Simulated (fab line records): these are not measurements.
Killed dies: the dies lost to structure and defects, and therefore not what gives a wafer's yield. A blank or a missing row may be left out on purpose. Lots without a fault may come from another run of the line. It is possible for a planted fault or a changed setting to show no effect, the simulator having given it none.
Struck lot and sound lot, side by side -- flow n5-finfet -- 16 steps out of a route of 1938
Sound: these wafers, L253.2, L253.3, L253.4. Struck: wafers L241.3, L241.4, L241.6. The cause is named last.
Order at every step that has rows: each side's tool, ch and its chambers, its first start. Under that, the readings that differ: sound wafers -- struck wafers -- difference of the means -- sigmas: that difference in standard deviations of wafers without a fault.
alike: readings with means less than 2 such deviations apart, plus words and numbers identical on both sides. not compared: withheld readings, readings lacking a value on some wafer, bounds such as >300 that could conceal the same value, and numbers that have no deviation in the record and whose values overlap.
Wherever a step has rows on one side only, a row that says differs or no value, or a row with sigmas, the two part there. Numbers that don't overlap but have no deviation are shown without sigmas and don't part them. A reading that every wafer of one side lacks parts them only if that side has two wafers or more.

N5_BEOL_M1_PRE_CLEAN_60: time 15 s.
  sound on cvd-co-02 ch 0,1, day 10 00:39; struck on cvd-co-01 ch 0,1,2, day 7 01:28
  alike: heater-power-w, rf-fwd-power-W
N5_BEOL_M1_CO_CAP_55: material Co, precursor CCTBA/H2, target thk 2 nm, time 102.1 s.
  sound on cvd-co-02 ch 0,1, day 10 00:41; struck on cvd-co-01 ch 0,1,2, day 7 01:30
  alike: heater-power-w
then, 1 step without rows for these wafers: N5_BEOL_M1_PRE_CLEAN_56 (time 15 s).
N5_BEOL_M1_DEP_57: deposits SiCN from 3MS/NH3, target thk 8 nm, time 14 s.
  sound on pecvd-02 ch 0,1, day 10 00:49; struck on pecvd-01 ch 1,2, day 7 01:37
  alike: rf-fwd-power-W, showerhead-plenum-p-Torr, throttle-valve-pct
N5_BEOL_M1_RS_MEAS_58: measures by four-point-probe.
  sound on film-metro-02, day 10 00:55; struck on film-metro-01, day 7 01:41
  alike: M1_RS
N5_BEOL_M1_INSPECT_59: inspects for defects (darkfield).
  sound on defect-inspect-01, day 10 00:56; struck on defect-inspect-01, day 7 01:43
  alike: raw-defect-count
then, 1 step without rows for these wafers: N5_BEOL_M2_ILD_DEP_00 (deposits SiOC from DEMS/O2, target thk 79 nm, time 15.3 s).
N5_BEOL_M2_THK_MEAS_01:
  sound on film-metro-02, day 10 01:02; struck on film-metro-01, day 7 01:50
  alike: M2_ILD_THK
N5_BEOL_M2_PECVD_72: deposits SiO2 from TEOS/O2, target thk 16 nm, time 18 s.
  sound on pecvd-01 ch 0,1, day 10 01:04; struck on pecvd-01 ch 0,1, day 7 01:52
  alike: heater-power-w, rf-fwd-power-W, showerhead-plenum-p-Torr, throttle-valve-pct
N5_BEOL_M2_HM_DEP_02: deposits TiN, target thk 20 nm.
  sound on pvd-sputter-01, day 10 04:50; struck on pvd-sputter-03, day 7 02:52
reading,sound,struck,difference,sigmas
throttle-valve-pct (%),31.4 32.2 31.4,28.9 27.7 28.8,-3.2,-2
then, 2 steps without rows for these wafers: N5_BEOL_M2_COAT_61 (time 60 s, resist thk 60 nm); N5_BEOL_M2_COAT_62 (time 60 s, resist thk 12 nm).
N5_BEOL_M2_COAT_73: time 60 s, resist thk 5 nm.
  sound on litho-track-05 ch 0, day 10 04:58; struck on litho-track-04 ch 0, day 7 03:00
reading,sound,struck,difference,sigmas
dispense-pressure-kPa (kPa),49.0 49.0 49.0,51.9 51.9 51.9,+2.9,+2
heater-power-total-W (W),390.8 390.2 392.8,406.7 409.2 405.5,+15.9,+12
plate-temp-C (C),204.94 205.13 204.74,211.70 211.55 211.82,+6.75,+38
then, 1 step without rows for these wafers: N5_BEOL_M2_COAT_05 (resist thk 30 nm).
N5_BEOL_M4_RC_MEAS_101:
  sound on prober-02 ch 0, day 11 09:50; struck on prober-01 ch 0, day 8 12:49
  alike: DIBL_N, DIBL_P, IOFF_N, IOFF_P, ION_N, ION_P, SS_N, SS_P, VT_N, VT_P
N5_PASSIVATION_PROBE_49:
  rows exist in the record for the sound wafers here (prober-01, day 16 02:22), none for the struck ones

## WHERE THEY PART
Earliest at N5_BEOL_M2_HM_DEP_02; latest, in this record, at N5_PASSIVATION_PROBE_49.

WHY: whatever the simulator had introduced
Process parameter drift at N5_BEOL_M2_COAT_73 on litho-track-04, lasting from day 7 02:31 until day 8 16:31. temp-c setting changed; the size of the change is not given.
